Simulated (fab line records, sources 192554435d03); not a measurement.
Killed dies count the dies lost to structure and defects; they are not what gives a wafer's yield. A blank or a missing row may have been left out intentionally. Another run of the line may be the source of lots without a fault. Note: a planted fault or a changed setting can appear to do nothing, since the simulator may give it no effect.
Chamber matching || flow n5_finfet || N5_BEOL_M10_ILD_DEP_00 on pecvd-03 has 3 sister chambers
The step deposits SiCOH lowk from DEMS/porogen, target thk 308.51 nm, time 58 s. 18 wafers are shown with their chamber, then 9 later ones without.

EACH WAFER AND ITS CHAMBER
{"wafer": "L074.1", "chamber": 2, "showerhead_plenum_p_Torr (Torr)": 5.729, "throttle_valve_pct (%)": 13.8, "heater_power_outer_w (W)": 146}
{"wafer": "L074.5", "chamber": 2, "showerhead_plenum_p_Torr (Torr)": 5.737, "throttle_valve_pct (%)": 13.9, "heater_power_outer_w (W)": 149}
{"wafer": "L074.6", "chamber": 0, "showerhead_plenum_p_Torr (Torr)": 5.768, "throttle_valve_pct (%)": 13.4, "heater_power_outer_w (W)": 113}
{"wafer": "L080.1", "chamber": 0, "showerhead_plenum_p_Torr (Torr)": 5.764, "throttle_valve_pct (%)": 13.3, "heater_power_outer_w (W)": 131}
{"wafer": "L080.3", "chamber": 1, "showerhead_plenum_p_Torr (Torr)": 5.763, "throttle_valve_pct (%)": 13.6, "heater_power_outer_w (W)": 112}
{"wafer": "L080.4", "chamber": 0, "showerhead_plenum_p_Torr (Torr)": 5.763, "throttle_valve_pct (%)": 13.6, "heater_power_outer_w (W)": 138}
{"wafer": "L085.1", "chamber": 0, "showerhead_plenum_p_Torr (Torr)": 5.771, "throttle_valve_pct (%)": 13.4, "heater_power_outer_w (W)": 116}
{"wafer": "L085.2", "chamber": 2, "showerhead_plenum_p_Torr (Torr)": 5.727, "throttle_valve_pct (%)": 13.9, "heater_power_outer_w (W)": 145}
{"wafer": "L085.4", "chamber": 2, "showerhead_plenum_p_Torr (Torr)": 5.725, "throttle_valve_pct (%)": 14.2, "heater_power_outer_w (W)": 146}
{"wafer": "L090.1", "chamber": 1, "showerhead_plenum_p_Torr (Torr)": 5.732, "throttle_valve_pct (%)": 14.0, "heater_power_outer_w (W)": 144}
{"wafer": "L090.2", "chamber": 0, "showerhead_plenum_p_Torr (Torr)": 5.761, "throttle_valve_pct (%)": 13.5, "heater_power_outer_w (W)": 103}
{"wafer": "L090.5", "chamber": 0, "showerhead_plenum_p_Torr (Torr)": 5.769, "throttle_valve_pct (%)": 13.5, "heater_power_outer_w (W)": 112}
{"wafer": "L091.3", "chamber": 2, "showerhead_plenum_p_Torr (Torr)": 5.720, "throttle_valve_pct (%)": 14.0, "heater_power_outer_w (W)": 133}
{"wafer": "L091.4", "chamber": 1, "showerhead_plenum_p_Torr (Torr)": 5.738, "throttle_valve_pct (%)": 13.9, "heater_power_outer_w (W)": 131}
{"wafer": "L091.6", "chamber": 2, "showerhead_plenum_p_Torr (Torr)": 5.736, "throttle_valve_pct (%)": 14.2, "heater_power_outer_w (W)": 138}
{"wafer": "L093.1", "chamber": 0, "showerhead_plenum_p_Torr (Torr)": 5.765, "throttle_valve_pct (%)": 13.4, "heater_power_outer_w (W)": 98}
{"wafer": "L093.4", "chamber": 1, "showerhead_plenum_p_Torr (Torr)": 5.742, "throttle_valve_pct (%)": 13.6, "heater_power_outer_w (W)": 91}
{"wafer": "L093.6", "chamber": 0, "showerhead_plenum_p_Torr (Torr)": 5.765, "throttle_valve_pct (%)": 13.4, "heater_power_outer_w (W)": 104}

SIGNATURES (averages over the wafers above)
{"reading": "showerhead_plenum_p_Torr", "chamber 0": 5.76575, "chamber 1": 5.74375, "chamber 2": 5.72900, "scatter within a chamber": 0.00747}
{"reading": "throttle_valve_pct", "chamber 0": 13.438, "chamber 1": 13.775, "chamber 2": 14.000, "scatter within a chamber": 0.147}
{"reading": "heater_power_outer_w", "chamber 0": 114.38, "chamber 1": 119.50, "chamber 2": 142.83, "scatter within a chamber": 14.5}
Rule: for each reading, subtract the chamber's mean from the wafer's reading, divide by that reading's scatter and square the result; add these up over the readings and take the root, which gives the wafer's distance from the chamber. The wafer belongs to the nearest chamber; if the next one is less than 2 further off, it can't be placed. The scatter: the root of (the sum of the squares of (reading less its chamber's mean) over the shown wafers, divided by (wafers less chambers)).

WAFERS WITH NO CHAMBER GIVEN
{"wafer": "L095.2", "showerhead_plenum_p_Torr (Torr)": 5.731, "throttle_valve_pct (%)": 13.8, "heater_power_outer_w (W)": 128}
{"wafer": "L095.3", "showerhead_plenum_p_Torr (Torr)": 5.723, "throttle_valve_pct (%)": 14.1, "heater_power_outer_w (W)": 134}
{"wafer": "L095.6", "showerhead_plenum_p_Torr (Torr)": 5.719, "throttle_valve_pct (%)": 13.9, "heater_power_outer_w (W)": 139}
{"wafer": "L097.3", "showerhead_plenum_p_Torr (Torr)": 5.721, "throttle_valve_pct (%)": 14.1, "heater_power_outer_w (W)": 145}
{"wafer": "L097.4", "showerhead_plenum_p_Torr (Torr)": 5.733, "throttle_valve_pct (%)": 13.7, "heater_power_outer_w (W)": 102}
{"wafer": "L097.6", "showerhead_plenum_p_Torr (Torr)": 5.768, "throttle_valve_pct (%)": 13.6, "heater_power_outer_w (W)": 91}
{"wafer": "L096.1", "showerhead_plenum_p_Torr (Torr)": 5.744, "throttle_valve_pct (%)": 13.8, "heater_power_outer_w (W)": 117}
{"wafer": "L096.3", "showerhead_plenum_p_Torr (Torr)": 5.733, "throttle_valve_pct (%)": 13.9, "heater_power_outer_w (W)": 125}
{"wafer": "L096.5", "showerhead_plenum_p_Torr (Torr)": 5.736, "throttle_valve_pct (%)": 14.2, "heater_power_outer_w (W)": 131}

WHICH CHAMBER EACH ONE RAN IN
{"wafer": "L095.2", "from the rows above": "can't be placed: 2 or 1", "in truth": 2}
{"wafer": "L095.3", "from the rows above": 2, "in truth": 2}
{"wafer": "L095.6", "from the rows above": 2, "in truth": 2}
{"wafer": "L097.3", "from the rows above": 2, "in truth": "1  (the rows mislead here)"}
{"wafer": "L097.4", "from the rows above": "can't be placed: 1 or 2", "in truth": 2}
{"wafer": "L097.6", "from the rows above": 0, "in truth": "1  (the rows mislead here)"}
{"wafer": "L096.1", "from the rows above": 1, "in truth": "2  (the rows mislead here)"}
{"wafer": "L096.3", "from the rows above": "can't be placed: 2 or 1", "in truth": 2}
{"wafer": "L096.5", "from the rows above": "can't be placed: 2 or 1", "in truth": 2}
Correctly placed: 2 of 9. From these rows, 4 cannot be placed; in 4 the true chamber is one of the candidates. Placed wrongly: 3.
